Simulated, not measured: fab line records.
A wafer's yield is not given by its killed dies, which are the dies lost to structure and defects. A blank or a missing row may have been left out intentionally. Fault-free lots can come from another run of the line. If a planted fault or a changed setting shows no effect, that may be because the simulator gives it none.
Matching of chambers    flow n5 finfet    N5_BEOL_M5_ETCH_62 on rie diel-06 has 4 sister chambers
The step etches SOC in N2/H2, target depth 75 nm, overetch 15 nm, time 112.5 s. 8 wafers are shown with their chamber, then 8 later ones without.

== EACH WAFER AND ITS CHAMBER ==
wafer   chamber  drypump motor current A (A)  showerhead plenum p Torr (Torr)
L076.5  1        5.97                         2.59
L086.1  2        5.95                         2.67
L086.4  1        5.97                         2.58
L086.5  3        5.05                         2.40
L085.1  3        5.09                         2.40
L085.2  0        5.47                         2.57
L085.6  0        5.48                         2.57
L088.1  2        5.97                         2.67

== WAFERS WITHOUT THEIR CHAMBER ==
wafer   drypump motor current A (A)  showerhead plenum p Torr (Torr)
L088.2  5.47                         2.57
L088.5  5.47                         2.57
L092.1  5.98                         2.66
L092.3  5.05                         2.40
L092.5  5.98                         2.58
L097.2  5.49                         2.56
L097.4  5.46                         2.56
L097.6  5.99                         2.66

== CHAMBER TAKEN BY EACH ==
wafer   from the rows above  in truth
L088.2  0                    0
L088.5  0                    0
L092.1  2                    2
L092.3  3                    3
L092.5  1                    1
L097.2  0                    0
L097.4  0                    0
L097.6  2                    2
Correct placement for 8 of the 8. From these rows, 0 cannot be placed. Number placed wrongly: 0.
How it was worked out, from the rows above alone: a wafer's distance from a chamber is the root of the sum, over the readings, of the square of ((its reading less the chamber's mean) divided by the reading's scatter). If the next closest chamber is less than 2 further off than the closest, the wafer can't be placed; otherwise it belongs to the closest. The mean given for a chamber averages the wafers shown for that chamber. The scatter is the square root of a quotient: the sum, over the shown wafers, of each reading's squared deviation from its chamber's mean, divided by wafers minus chambers.
